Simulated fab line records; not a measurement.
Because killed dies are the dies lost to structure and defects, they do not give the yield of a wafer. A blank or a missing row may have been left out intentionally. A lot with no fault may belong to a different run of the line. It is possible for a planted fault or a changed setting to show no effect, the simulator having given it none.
Split-lot study + flow n5Finfet + 7 lots, 39 wafers read, on a route of 1938 steps

== ABOUT THE SPLIT ==
At N5_FIN_SAQP_DEVELOP_15 (develop time 30 s), the setting developTimeS was moved away from the recipe's 30 s on 15 of the 39 wafers read, by -49.0% to +33.2%. All remaining wafers had this setting at the recipe value.

Split to reading: the file shows no intervening step.

== THE READING ==
At N5_FIN_SAQP_CD_MEAS_16: cdNm in nanometres, against a target cd of 35.6 nm. Fault-free wafers of this fab line usually give 35.4 nm, standard deviation 0.34 nm.

| wafer  | tool, chamber at the split | developTimeS as run, s | against the recipe | cdNm, nm | against lot-mates on the recipe |
|--------|----------------------------|------------------------|--------------------|----------|---------------------------------|
| L079.1 | lithoTrack-05, 0           | 30                     | recipe             | 35.2     | -                               |
| L079.2 | lithoTrack-05, 0           | 15.31                  | -49.0%             | 37.8     | +2.5                            |
| L079.3 | lithoTrack-05, 0           | 15.31                  | -49.0%             | 36.8     | +1.5                            |
| L079.4 | lithoTrack-05, 0           | 30                     | recipe             | 35.5     | -                               |
| L079.5 | lithoTrack-05, 0           | 15.31                  | -49.0%             | 36.9     | +1.6                            |
| L079.6 | lithoTrack-05, 0           | 30                     | recipe             | 35.3     | -                               |
| L081.1 | lithoTrack-04, 0           | 30                     | recipe             | 35.6     | -                               |
| L081.2 | lithoTrack-04, 0           | 30                     | recipe             | 35.5     | -                               |
| L081.4 | lithoTrack-04, 0           | 30                     | recipe             | 35.3     | -                               |
| L082.1 | lithoTrack-01, 0           | 30                     | recipe             | 35.1     | -                               |
| L082.2 | lithoTrack-01, 0           | 30                     | recipe             | 36.0     | -                               |
| L082.3 | lithoTrack-01, 0           | 30                     | recipe             | 35.5     | -                               |
| L082.4 | lithoTrack-01, 0           | 39.18                  | +30.6%             | 34.6     | -0.9                            |
| L082.5 | lithoTrack-01, 0           | 39.18                  | +30.6%             | 35.2     | -0.3                            |
| L082.6 | lithoTrack-01, 0           | 39.18                  | +30.6%             | 34.8     | -0.7                            |
| L083.1 | lithoTrack-04, 0           | 30                     | recipe             | 35.0     | -                               |
| L083.2 | lithoTrack-04, 0           | 36.97                  | +23.2%             | 34.9     | -0.7                            |
| L083.3 | lithoTrack-04, 0           | 36.97                  | +23.2%             | 34.7     | -0.9                            |
| L083.4 | lithoTrack-04, 0           | 36.97                  | +23.2%             | 34.9     | -0.7                            |
| L083.5 | lithoTrack-04, 0           | 30                     | recipe             | 35.8     | -                               |
| L083.6 | lithoTrack-04, 0           | 30                     | recipe             | 36.0     | -                               |
| L085.1 | lithoTrack-01, 0           | 39.95                  | +33.2%             | 35.4     | -0.6                            |
| L085.2 | lithoTrack-01, 0           | 30                     | recipe             | 36.0     | -                               |
| L085.3 | lithoTrack-01, 0           | 30                     | recipe             | 35.8     | -                               |
| L085.4 | lithoTrack-01, 0           | 30                     | recipe             | 36.3     | -                               |
| L085.5 | lithoTrack-01, 0           | 39.95                  | +33.2%             | 35.6     | -0.4                            |
| L085.6 | lithoTrack-01, 0           | 39.95                  | +33.2%             | 34.9     | -1.1                            |
| L091.1 | lithoTrack-04, 0           | 30                     | recipe             | 35.6     | -                               |
| L091.2 | lithoTrack-04, 0           | 30                     | recipe             | 35.2     | -                               |
| L091.3 | lithoTrack-04, 0           | 30                     | recipe             | 35.3     | -                               |
| L091.4 | lithoTrack-04, 0           | 30                     | recipe             | 35.0     | -                               |
| L091.5 | lithoTrack-04, 0           | 30                     | recipe             | 34.7     | -                               |
| L091.6 | lithoTrack-04, 0           | 30                     | recipe             | 35.2     | -                               |
| L095.1 | lithoTrack-04, 0           | 17.1                   | -43.0%             | 36.5     | +1.0                            |
| L095.2 | lithoTrack-04, 0           | 17.1                   | -43.0%             | 36.8     | +1.3                            |
| L095.3 | lithoTrack-04, 0           | 17.1                   | -43.0%             | 37.1     | +1.6                            |
| L095.4 | lithoTrack-04, 0           | 30                     | recipe             | 35.2     | -                               |
| L095.5 | lithoTrack-04, 0           | 30                     | recipe             | 35.7     | -                               |
| L095.6 | lithoTrack-04, 0           | 30                     | recipe             | 35.6     | -                               |

THE FIT
A straight line over all 39 wafers: cdNm changes by -0.0262 nm for each +1% of developTimeS; r = -0.83; the points scatter about the line by 0.41 nm.
The same after taking each lot's own level away (the mean of its wafers on the recipe; 39 wafers): -0.0305 nm for each +1%; r = -0.92; scatter 0.32 nm.
On that fit, the largest move of developTimeS shifts the reading by 1.5 nm.
Measured against the standard deviation above, the lots' own levels, which go from 35.17 to 36.03 nm, span 2.5 times it.
So the slope is not independent of the lot-to-lot level: the two fits are not the same.
Check: +1.41 nm against its lot-mates is what the line predicts for one of the wafers moved furthest among these (-49.0%) when that wafer is left out of the fit. Against them it came out at +2.47 nm.

== THE FILE'S OWN FIT ==
cdNm changes by -0.0303 nm for each +1% of developTimeS, r = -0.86.
